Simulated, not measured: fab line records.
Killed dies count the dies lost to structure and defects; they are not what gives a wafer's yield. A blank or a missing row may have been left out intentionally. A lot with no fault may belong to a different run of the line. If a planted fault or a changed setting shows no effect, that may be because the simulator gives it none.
Split-lot study || flow n5-finfet || 39 wafers read across 7 lots, on a route 1938 steps long

## SPLIT DETAILS
At N5_BEOL_M3_ILD_DEP_00 (deposits SiOC from DEMS/O2, target thk 79 nm, time 15.3 s), the setting target-thk-a was moved away from the recipe's 790 angstrom on 18 of the 39 wafers read, by -20.8% to +59.6%. All remaining wafers had this setting at the recipe value.

The file shows no step between the split and the reading.

## THE READING
M3_ILD_THK at N5_BEOL_M3_THK_MEAS_01, in nm. A value of 79.0 nm with a standard deviation of 1.1 nm is what fault-free wafers of this fab line usually give.

{"wafer": "L074.1", "tool, chamber at the split": "pecvd-01, 0", "target-thk-a as run, angstrom": 1261, "against the recipe": "+59.6%", "M3_ILD_THK, nm": 125.4, "against lot-mates on the recipe": "+44.4"}
{"wafer": "L074.2", "tool, chamber at the split": "pecvd-01, 1", "target-thk-a as run, angstrom": 1261, "against the recipe": "+59.6%", "M3_ILD_THK, nm": 125.8, "against lot-mates on the recipe": "+44.8"}
{"wafer": "L074.3", "tool, chamber at the split": "pecvd-01, 1", "target-thk-a as run, angstrom": 790, "against the recipe": "recipe", "M3_ILD_THK, nm": 80.8, "against lot-mates on the recipe": "-"}
{"wafer": "L074.4", "tool, chamber at the split": "pecvd-01, 0", "target-thk-a as run, angstrom": 1261, "against the recipe": "+59.6%", "M3_ILD_THK, nm": 127.8, "against lot-mates on the recipe": "+46.8"}
{"wafer": "L074.5", "tool, chamber at the split": "pecvd-01, 0", "target-thk-a as run, angstrom": 790, "against the recipe": "recipe", "M3_ILD_THK, nm": 82.0, "against lot-mates on the recipe": "-"}
{"wafer": "L074.6", "tool, chamber at the split": "pecvd-01, 1", "target-thk-a as run, angstrom": 790, "against the recipe": "recipe", "M3_ILD_THK, nm": 80.3, "against lot-mates on the recipe": "-"}
{"wafer": "L077.1", "tool, chamber at the split": "pecvd-01, 2", "target-thk-a as run, angstrom": 790, "against the recipe": "recipe", "M3_ILD_THK, nm": 80.5, "against lot-mates on the recipe": "-"}
{"wafer": "L077.2", "tool, chamber at the split": "pecvd-01, 0", "target-thk-a as run, angstrom": 1007, "against the recipe": "+27.5%", "M3_ILD_THK, nm": 100.4, "against lot-mates on the recipe": "+20.1"}
{"wafer": "L077.3", "tool, chamber at the split": "pecvd-01, 1", "target-thk-a as run, angstrom": 1007, "against the recipe": "+27.5%", "M3_ILD_THK, nm": 99.7, "against lot-mates on the recipe": "+19.4"}
{"wafer": "L077.4", "tool, chamber at the split": "pecvd-01, 0", "target-thk-a as run, angstrom": 1007, "against the recipe": "+27.5%", "M3_ILD_THK, nm": 102.6, "against lot-mates on the recipe": "+22.3"}
{"wafer": "L077.5", "tool, chamber at the split": "pecvd-01, 2", "target-thk-a as run, angstrom": 790, "against the recipe": "recipe", "M3_ILD_THK, nm": 80.7, "against lot-mates on the recipe": "-"}
{"wafer": "L077.6", "tool, chamber at the split": "pecvd-01, 1", "target-thk-a as run, angstrom": 790, "against the recipe": "recipe", "M3_ILD_THK, nm": 79.6, "against lot-mates on the recipe": "-"}
{"wafer": "L081.1", "tool, chamber at the split": "pecvd-01, 1", "target-thk-a as run, angstrom": 964.3, "against the recipe": "+22.1%", "M3_ILD_THK, nm": 95.5, "against lot-mates on the recipe": "+15.2"}
{"wafer": "L081.2", "tool, chamber at the split": "pecvd-01, 0,2", "target-thk-a as run, angstrom": 964.3, "against the recipe": "+22.1%", "M3_ILD_THK, nm": 96.6, "against lot-mates on the recipe": "+16.3"}
{"wafer": "L081.3", "tool, chamber at the split": "pecvd-01, 0,2", "target-thk-a as run, angstrom": 964.3, "against the recipe": "+22.1%", "M3_ILD_THK, nm": 96.5, "against lot-mates on the recipe": "+16.2"}
{"wafer": "L081.4", "tool, chamber at the split": "pecvd-01, 1", "target-thk-a as run, angstrom": 790, "against the recipe": "recipe", "M3_ILD_THK, nm": 80.2, "against lot-mates on the recipe": "-"}
{"wafer": "L081.5", "tool, chamber at the split": "pecvd-01, 0", "target-thk-a as run, angstrom": 790, "against the recipe": "recipe", "M3_ILD_THK, nm": 79.9, "against lot-mates on the recipe": "-"}
{"wafer": "L081.6", "tool, chamber at the split": "pecvd-01, 2", "target-thk-a as run, angstrom": 790, "against the recipe": "recipe", "M3_ILD_THK, nm": 80.8, "against lot-mates on the recipe": "-"}
{"wafer": "L082.1", "tool, chamber at the split": "pecvd-03, 2", "target-thk-a as run, angstrom": 911.1, "against the recipe": "+15.3%", "M3_ILD_THK, nm": 90.0, "against lot-mates on the recipe": "+10.5"}
{"wafer": "L082.2", "tool, chamber at the split": "pecvd-03, 1", "target-thk-a as run, angstrom": 790, "against the recipe": "recipe", "M3_ILD_THK, nm": 78.4, "against lot-mates on the recipe": "-"}
{"wafer": "L082.3", "tool, chamber at the split": "pecvd-03, 0", "target-thk-a as run, angstrom": 911.1, "against the recipe": "+15.3%", "M3_ILD_THK, nm": 92.0, "against lot-mates on the recipe": "+12.5"}
{"wafer": "L082.4", "tool, chamber at the split": "pecvd-03, 2", "target-thk-a as run, angstrom": 790, "against the recipe": "recipe", "M3_ILD_THK, nm": 79.3, "against lot-mates on the recipe": "-"}
{"wafer": "L082.5", "tool, chamber at the split": "pecvd-03, 0", "target-thk-a as run, angstrom": 790, "against the recipe": "recipe", "M3_ILD_THK, nm": 80.9, "against lot-mates on the recipe": "-"}
{"wafer": "L082.6", "tool, chamber at the split": "pecvd-03, 1", "target-thk-a as run, angstrom": 911.1, "against the recipe": "+15.3%", "M3_ILD_THK, nm": 92.7, "against lot-mates on the recipe": "+13.2"}
{"wafer": "L085.1", "tool, chamber at the split": "pecvd-04, 1", "target-thk-a as run, angstrom": 626, "against the recipe": "-20.8%", "M3_ILD_THK, nm": 61.5, "against lot-mates on the recipe": -16.8}
{"wafer": "L085.2", "tool, chamber at the split": "pecvd-04, 2", "target-thk-a as run, angstrom": 790, "against the recipe": "recipe", "M3_ILD_THK, nm": 77.8, "against lot-mates on the recipe": "-"}
{"wafer": "L085.3", "tool, chamber at the split": "pecvd-04, 0", "target-thk-a as run, angstrom": 790, "against the recipe": "recipe", "M3_ILD_THK, nm": 77.4, "against lot-mates on the recipe": "-"}
{"wafer": "L085.4", "tool, chamber at the split": "pecvd-04, 1", "target-thk-a as run, angstrom": 790, "against the recipe": "recipe", "M3_ILD_THK, nm": 79.7, "against lot-mates on the recipe": "-"}
{"wafer": "L085.5", "tool, chamber at the split": "pecvd-04, 2", "target-thk-a as run, angstrom": 626, "against the recipe": "-20.8%", "M3_ILD_THK, nm": 60.8, "against lot-mates on the recipe": -17.5}
{"wafer": "L085.6", "tool, chamber at the split": "pecvd-04, 0", "target-thk-a as run, angstrom": 626, "against the recipe": "-20.8%", "M3_ILD_THK, nm": 62.5, "against lot-mates on the recipe": -15.8}
{"wafer": "L084.2", "tool, chamber at the split": "pecvd-04, 1", "target-thk-a as run, angstrom": 790, "against the recipe": "recipe", "M3_ILD_THK, nm": 78.6, "against lot-mates on the recipe": "-"}
{"wafer": "L084.3", "tool, chamber at the split": "pecvd-04, 2", "target-thk-a as run, angstrom": 790, "against the recipe": "recipe", "M3_ILD_THK, nm": 77.8, "against lot-mates on the recipe": "-"}
{"wafer": "L084.5", "tool, chamber at the split": "pecvd-04, 2", "target-thk-a as run, angstrom": 790, "against the recipe": "recipe", "M3_ILD_THK, nm": 78.9, "against lot-mates on the recipe": "-"}
{"wafer": "L087.1", "tool, chamber at the split": "pecvd-01, 0", "target-thk-a as run, angstrom": 790, "against the recipe": "recipe", "M3_ILD_THK, nm": 78.6, "against lot-mates on the recipe": "-"}
{"wafer": "L087.2", "tool, chamber at the split": "pecvd-01, 1", "target-thk-a as run, angstrom": 790, "against the recipe": "recipe", "M3_ILD_THK, nm": 77.9, "against lot-mates on the recipe": "-"}
{"wafer": "L087.3", "tool, chamber at the split": "pecvd-01, 1", "target-thk-a as run, angstrom": 946.2, "against the recipe": "+19.8%", "M3_ILD_THK, nm": 93.3, "against lot-mates on the recipe": "+14.7"}
{"wafer": "L087.4", "tool, chamber at the split": "pecvd-01, 0", "target-thk-a as run, angstrom": 946.2, "against the recipe": "+19.8%", "M3_ILD_THK, nm": 95.1, "against lot-mates on the recipe": "+16.5"}
{"wafer": "L087.5", "tool, chamber at the split": "pecvd-01, 1", "target-thk-a as run, angstrom": 946.2, "against the recipe": "+19.8%", "M3_ILD_THK, nm": 94.4, "against lot-mates on the recipe": "+15.8"}
{"wafer": "L087.6", "tool, chamber at the split": "pecvd-01, 0", "target-thk-a as run, angstrom": 790, "against the recipe": "recipe", "M3_ILD_THK, nm": 79.4, "against lot-mates on the recipe": "-"}
When a row names more than one chamber, that row covers several wafers, and the file does not tell which wafer ran in which chamber.

THE FIT
A straight line over all 39 wafers: M3_ILD_THK changes by +0.792 nm for each +1% of target-thk-a; r = +1.00; the points scatter about the line by 1.2 nm.
The same after taking each lot's own level away (the mean of its wafers on the recipe; 39 wafers): +0.764 nm for each +1%; r = +1.00; scatter 0.93 nm.
According to that fit, moving target-thk-a by its largest amount changes the reading by 46 nm.
The span of the lots' own levels, 78.30 to 81.03 nm, comes to 2.5 times the standard deviation stated above.
The two slopes are in agreement: the lot-to-lot level therefore moves the slope only a little.
Check: +45.7 nm against its lot-mates is what the line predicts for one of the wafers moved furthest among these (+59.6%) when that wafer is left out of the fit. Against them it came out at +44.4 nm.

## OTHER SPLITS ON THESE WAFERS
Before the reading, these wafers also passed through other splits. Each is held against what the fit with the lots' levels taken away leaves over:
{"other split on the same wafers": "N5_BEOL_M1_TRENCH_ETCH_37 target-depth-a", "wafers away from the commonest value": 9, "r with M3_ILD_THK (lot level and that fit taken away)": "+0.01"}

## THE WHOLE CHAIN: every reading that the file lists as answering this split, in the file's order
{"step": "N5_BEOL_M3_ILD_DEP_00", "what it does": "deposits SiOC from DEMS/O2, target thk 79 nm, time 15.3 s", "reading": "SiOC_of_BEOL_M3_ILD_DEP_00.thk-nm (the simulator's own value, which no gauge read)", "change (the file's fit)": "+0.762 nm for each +1% of the setting", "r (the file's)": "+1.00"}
{"step": "N5_BEOL_M3_THK_MEAS_01", "what it does": "", "reading": "M3_ILD_THK", "change (the file's fit)": "+0.762 for each +1% of the setting", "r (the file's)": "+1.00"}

## THE FILE'S OWN FIT
M3_ILD_THK changes by +0.762 nm for each +1% of target-thk-a, r = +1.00.
